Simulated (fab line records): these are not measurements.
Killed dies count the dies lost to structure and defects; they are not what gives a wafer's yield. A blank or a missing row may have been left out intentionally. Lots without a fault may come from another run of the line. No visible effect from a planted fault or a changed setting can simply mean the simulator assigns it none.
Matching of chambers || flow n5 finfet || rie diel-01 running N5_SDB_ETCH_18: 4 sister chambers
The step etches SOC in N2/H2, target depth 100 nm, overetch 20 nm, time 150 s. 8 wafers are shown with their chamber, then 11 later ones without.

== WAFERS PAIRED WITH THEIR CHAMBERS ==
{"wafer": "L086.5", "chamber": 2, "drypump motor current A (A)": 6.4, "throttle valve pct (%)": 17.71}
{"wafer": "L087.2", "chamber": 0, "drypump motor current A (A)": 5.5, "throttle valve pct (%)": 17.59}
{"wafer": "L087.4", "chamber": 1, "drypump motor current A (A)": 6.1, "throttle valve pct (%)": 18.12}
{"wafer": "L087.6", "chamber": 1, "drypump motor current A (A)": 6.1, "throttle valve pct (%)": 18.13}
{"wafer": "L088.1", "chamber": 2, "drypump motor current A (A)": 6.3, "throttle valve pct (%)": 17.72}
{"wafer": "L088.5", "chamber": 0, "drypump motor current A (A)": 5.4, "throttle valve pct (%)": 17.59}
{"wafer": "L088.6", "chamber": 3, "drypump motor current A (A)": 5.3, "throttle valve pct (%)": 17.83}
{"wafer": "L092.1", "chamber": 3, "drypump motor current A (A)": 5.3, "throttle valve pct (%)": 17.86}

== WAFERS WITHOUT THEIR CHAMBER ==
{"wafer": "L092.2", "drypump motor current A (A)": 6.3, "throttle valve pct (%)": 17.73}
{"wafer": "L092.4", "drypump motor current A (A)": 5.4, "throttle valve pct (%)": 17.61}
{"wafer": "L093.1", "drypump motor current A (A)": 5.5, "throttle valve pct (%)": 17.62}
{"wafer": "L093.3", "drypump motor current A (A)": 6.1, "throttle valve pct (%)": 18.16}
{"wafer": "L093.4", "drypump motor current A (A)": 6.4, "throttle valve pct (%)": 17.72}
{"wafer": "L094.1", "drypump motor current A (A)": 5.3, "throttle valve pct (%)": 17.85}
{"wafer": "L094.3", "drypump motor current A (A)": 6.1, "throttle valve pct (%)": 18.17}
{"wafer": "L094.6", "drypump motor current A (A)": 5.5, "throttle valve pct (%)": 17.62}
{"wafer": "L096.1", "drypump motor current A (A)": 5.3, "throttle valve pct (%)": 17.87}
{"wafer": "L096.4", "drypump motor current A (A)": 6.1, "throttle valve pct (%)": 18.15}
{"wafer": "L096.5", "drypump motor current A (A)": 6.1, "throttle valve pct (%)": 18.17}

== WHICH CHAMBER EACH WENT THROUGH ==
{"wafer": "L092.2", "from the rows above": 2, "in truth": 2}
{"wafer": "L092.4", "from the rows above": 0, "in truth": 0}
{"wafer": "L093.1", "from the rows above": 0, "in truth": 0}
{"wafer": "L093.3", "from the rows above": 1, "in truth": 1}
{"wafer": "L093.4", "from the rows above": 2, "in truth": 2}
{"wafer": "L094.1", "from the rows above": 3, "in truth": 3}
{"wafer": "L094.3", "from the rows above": 1, "in truth": 1}
{"wafer": "L094.6", "from the rows above": 0, "in truth": 0}
{"wafer": "L096.1", "from the rows above": 3, "in truth": 3}
{"wafer": "L096.4", "from the rows above": 1, "in truth": 1}
{"wafer": "L096.5", "from the rows above": 1, "in truth": 1}
Correctly placed: 11 of 11. From these rows, 0 cannot be placed. Number placed wrongly: 0.
How it was worked out, from the rows above alone: a wafer's distance from a chamber is the root of the sum, over the readings, of the square of ((its reading less the chamber's mean) divided by the reading's scatter). If the next closest chamber is less than 2 further off than the closest, the wafer can't be placed; otherwise it belongs to the closest. A chamber's mean is the mean of its shown wafers. The scatter: take each reading less its chamber's mean, square it, sum over the shown wafers, divide by the number of wafers less the number of chambers, and take the root.
